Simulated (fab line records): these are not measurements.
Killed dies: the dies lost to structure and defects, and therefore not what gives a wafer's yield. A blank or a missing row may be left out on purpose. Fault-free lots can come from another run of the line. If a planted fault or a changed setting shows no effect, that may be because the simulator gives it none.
Matching of chambers + flow nandHarc + 4 sister chambers for NHARC_A_CONTACT_DESCUM_13 on rieDiel-02
The step chemistry O2, time 3 s. 22 wafers are shown with their chamber, then 11 later ones without.

== WAFERS, EACH WITH ITS CHAMBER ==
| wafer  | chamber | showerheadPlenumPTorr (Torr) | drypumpMotorCurrentA (A) | oesProductAu (a.u.) |
|--------|---------|------------------------------|--------------------------|---------------------|
| L075.2 | 1       | 2.02                         | 6.23                     | 1.009               |
| L075.5 | 3       | 1.84                         | 6.04                     | 1.002               |
| L075.6 | 2       | 1.85                         | 6.08                     | 1.008               |
| L076.2 | 2       | 1.85                         | 6.04                     | 1.011               |
| L076.3 | 1       | 2.02                         | 6.22                     | 1.000               |
| L076.5 | 1       | 2.02                         | 6.20                     | 1.008               |
| L079.1 | 3       | 1.84                         | 5.99                     | 0.990               |
| L079.3 | 2       | 1.85                         | 6.05                     | 1.003               |
| L079.5 | 2       | 1.85                         | 6.05                     | 1.008               |
| L081.1 | 3       | 1.84                         | 5.99                     | 0.995               |
| L081.3 | 3       | 1.84                         | 5.96                     | 0.993               |
| L081.5 | 1       | 2.02                         | 6.23                     | 1.018               |
| L080.2 | 0       | 1.88                         | 6.02                     | 0.996               |
| L080.3 | 1       | 2.02                         | 6.23                     | 0.996               |
| L080.6 | 3       | 1.84                         | 5.99                     | 0.983               |
| L083.1 | 1       | 2.02                         | 6.23                     | 1.001               |
| L083.5 | 0       | 1.88                         | 6.04                     | 1.004               |
| L083.6 | 2       | 1.85                         | 6.04                     | 1.001               |
| L088.1 | 0       | 1.88                         | 5.99                     | 1.004               |
| L088.2 | 2       | 1.84                         | 6.06                     | 1.007               |
| L088.3 | 3       | 1.84                         | 5.98                     | 0.989               |
| L089.1 | 1       | 2.01                         | 6.23                     | 1.002               |

SIGNATURES (means of the wafers above)
| reading               | chamber 0 | chamber 1 | chamber 2 | chamber 3 | scatter within a chamber |
|-----------------------|-----------|-----------|-----------|-----------|--------------------------|
| showerheadPlenumPTorr | 1.8800    | 2.0186    | 1.8483    | 1.8400    | 0.00306                  |
| drypumpMotorCurrentA  | 6.0167    | 6.2243    | 6.0533    | 5.9917    | 0.0192                   |
| oesProductAu          | 1.00133   | 1.00486   | 1.00633   | 0.99200   | 0.00596                  |
Rule: a wafer lies at a distance from a chamber equal to the root of the sum of squares, over the readings, of (its reading less the chamber's mean, divided by the reading's scatter). If the next closest chamber is less than 2 further off than the closest, the wafer can't be placed; otherwise it belongs to the closest. The scatter: the root of (the sum of the squares of (reading less its chamber's mean) over the shown wafers, divided by (wafers less chambers)).

== WAFERS MISSING THEIR CHAMBER ==
| wafer  | showerheadPlenumPTorr (Torr) | drypumpMotorCurrentA (A) | oesProductAu (a.u.) |
|--------|------------------------------|--------------------------|---------------------|
| L089.3 | 1.84                         | 5.99                     | 0.987               |
| L089.6 | 1.88                         | 6.03                     | 1.012               |
| L095.2 | 1.88                         | 6.01                     | 1.006               |
| L095.3 | 1.84                         | 6.03                     | 0.992               |
| L095.6 | 2.01                         | 6.23                     | 1.006               |
| L091.3 | 1.88                         | 6.00                     | 1.004               |
| L091.5 | 1.88                         | 6.00                     | 1.001               |
| L091.6 | 1.84                         | 6.00                     | 0.990               |
| L096.1 | 1.83                         | 6.00                     | 0.982               |
| L096.2 | 1.84                         | 6.08                     | 1.003               |
| L096.3 | 1.87                         | 6.01                     | 1.002               |

== WHICH CHAMBER EACH WENT THROUGH ==
| wafer  | from the rows above     | in truth |
|--------|-------------------------|----------|
| L089.3 | 3                       | 3        |
| L089.6 | 0                       | 0        |
| L095.2 | 0                       | 0        |
| L095.3 | can't be placed: 3 or 2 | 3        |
| L095.6 | 1                       | 1        |
| L091.3 | 0                       | 0        |
| L091.5 | 0                       | 0        |
| L091.6 | 3                       | 3        |
| L096.1 | 3                       | 3        |
| L096.2 | can't be placed: 2 or 3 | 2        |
| L096.3 | 0                       | 0        |
Placed correctly: 9 of 11. Unplaceable from these rows: 2, with the true chamber sitting among the candidates in 2. Number placed wrongly: 0.
